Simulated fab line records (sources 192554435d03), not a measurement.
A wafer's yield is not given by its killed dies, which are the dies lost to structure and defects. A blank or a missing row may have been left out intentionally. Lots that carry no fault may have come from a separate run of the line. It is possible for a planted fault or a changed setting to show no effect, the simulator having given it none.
Matching of chambers / flow n5Finfet / N5_BEOL_M11_CMP_52 on cmp-01 has 4 sister chambers
The step polishes, stops on SiCOH lowk, t overpolish 7 s, target thk 140 nm. 4 wafers are shown with their chamber, then 8 later ones without.

== WAFERS WITH THEIR CHAMBER ==
wafer=L646.1; chamber=3; motorCurrentA (A)=6.1
wafer=L646.3; chamber=0; motorCurrentA (A)=6.0
wafer=L646.4; chamber=1; motorCurrentA (A)=6.7
wafer=L649.1; chamber=2; motorCurrentA (A)=5.5

== WAFERS WITHOUT THEIR CHAMBER ==
wafer=L649.3; motorCurrentA (A)=6.0
wafer=L649.5; motorCurrentA (A)=6.6
wafer=L651.3; motorCurrentA (A)=6.0
wafer=L651.4; motorCurrentA (A)=5.9
wafer=L651.5; motorCurrentA (A)=7.0
wafer=L656.2; motorCurrentA (A)=5.9
wafer=L656.3; motorCurrentA (A)=6.2
wafer=L656.5; motorCurrentA (A)=5.8

== WHICH CHAMBER EACH ONE RAN IN ==
wafer=L649.3; from the rows above=can't be placed: 0 or 3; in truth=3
wafer=L649.5; from the rows above=1; in truth=1
wafer=L651.3; from the rows above=can't be placed: 0 or 3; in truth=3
wafer=L651.4; from the rows above=can't be placed: 0 or 3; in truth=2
wafer=L651.5; from the rows above=1; in truth=1
wafer=L656.2; from the rows above=can't be placed: 0 or 3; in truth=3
wafer=L656.3; from the rows above=can't be placed: 3 or 0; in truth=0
wafer=L656.5; from the rows above=can't be placed: 0 or 2 or 3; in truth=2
Correct placement for 2 of the 8. Not placeable from these rows: 6 (in 5, the candidates include the true chamber). Wrongly placed: 0.
How it was worked out, from the rows above alone: a wafer's distance from a chamber is the root of the sum, over the readings, of the square of ((its reading less the chamber's mean) divided by the reading's scatter). The wafer belongs to the nearest chamber; if the next one is less than 2 further off, it can't be placed. A chamber's mean is the mean of its shown wafers. The scatter (one wafer shown for each chamber): square how far every hidden wafer sits from the nearest shown wafer, average those squares and take the square root.
